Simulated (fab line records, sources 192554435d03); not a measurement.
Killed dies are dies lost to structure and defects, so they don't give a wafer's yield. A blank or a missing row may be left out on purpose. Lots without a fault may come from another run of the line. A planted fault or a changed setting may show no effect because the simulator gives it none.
Problem report in the 8D (eight disciplines) form, filled by code | flow n5_finfet | the parts of the form that need people (team, actions taken, sign-off) are left out

1. THE PROBLEM
spin_speed_rpm at N5_BEOL_M7_COAT_71 reads a mean of 1634.0 rpm on 6 wafers of 2 lots; wafers without a fault read 1500.1 rpm with a standard deviation of 0.92. That is +99 or more standard deviations from the usual mean.
The step: time 60 s, resist thk 5 nm.
First seen on wafer L626.1, day 13 09:40, on litho_track-04. The record holds 33 wafers of 11 lots with a number at this step. Rule for "out", or "out of limits": more than 4 standard deviations from the usual mean. The other wafers with a number count as sound.

2. WHAT IT IS AND WHAT IT IS NOT
question                    | is                     | is not
which readings at this step | spin_speed_rpm         | dispense_pressure_kPa
which lots                  | L626, L628             | L613, L614, L615, L617, L619, L620, L630, L632, L635
which wafers of those lots  | all that have a number | -
read on which tools         | litho_track-04         | litho_track-02, litho_track-03
when                        | from day 13 09:40      | up to then (18 sound wafers); but 9 sound wafers of L630, L632, L635 came after

3. SUSPECTS, AND WHAT RULES EACH OUT
Counting: a tool at a process step up to the reading stays a suspect if it ran every lot that is out and no sound lot after the first of them.
- rie_diel-01 at N5_BEOL_M7_STRIP_19 (strips in O2): ruled out as a lasting fault. Sound lots L632, L635 ran on it after its first lot that is out, L626 (day 13 08:44).
- litho_track-04 at N5_BEOL_M7_COAT_71 (time 60 s, resist thk 5 nm): kept. It ran every lot that is out, first L626 (day 13 09:40), and no sound lot after that; its last sound lot up to then is L617 (day 10 03:31). Its own readings are out on those wafers: spin_speed_rpm.
Left after counting: litho_track-04 at N5_BEOL_M7_COAT_71.

4. THE CAUSE (what the simulator had put in)
Process parameter drift: litho_track-04, from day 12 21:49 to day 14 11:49, at N5_BEOL_M7_COAT_71. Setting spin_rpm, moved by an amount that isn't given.
Counting left only this tool.

5. THE CHAIN OF EFFECTS, in route order
Each row: a reading whose mean over the struck wafers that have a number lies more than 3 standard deviations from the usual. Only readings for which the record gives a usual standard deviation are gone through. hours: the time from each lot's start at the first step in this table that gives one to its start at this step, as a median over the lots. sigmas: the change in usual standard deviations.
hours | step               | reading        | usual      | on struck wafers | change | sigmas
0     | N5_BEOL_M7_COAT_71 | spin_speed_rpm | 1500.1 rpm | 1634.0           | +133.9 | +99 or more
The process steps in it:
- N5_BEOL_M7_COAT_71: time 60 s, resist thk 5 nm.
Later measuring or inspecting steps at which every struck wafer that the step has a row for has a number for every such reading, and none has moved that far: N5_BEOL_M7_OVL_MEAS_29.

6. WHAT WOULD HAVE CAUGHT IT SOONER
In this record the first reading out of limits was taken at day 13 09:40, 12 hours after the fault began at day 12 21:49.
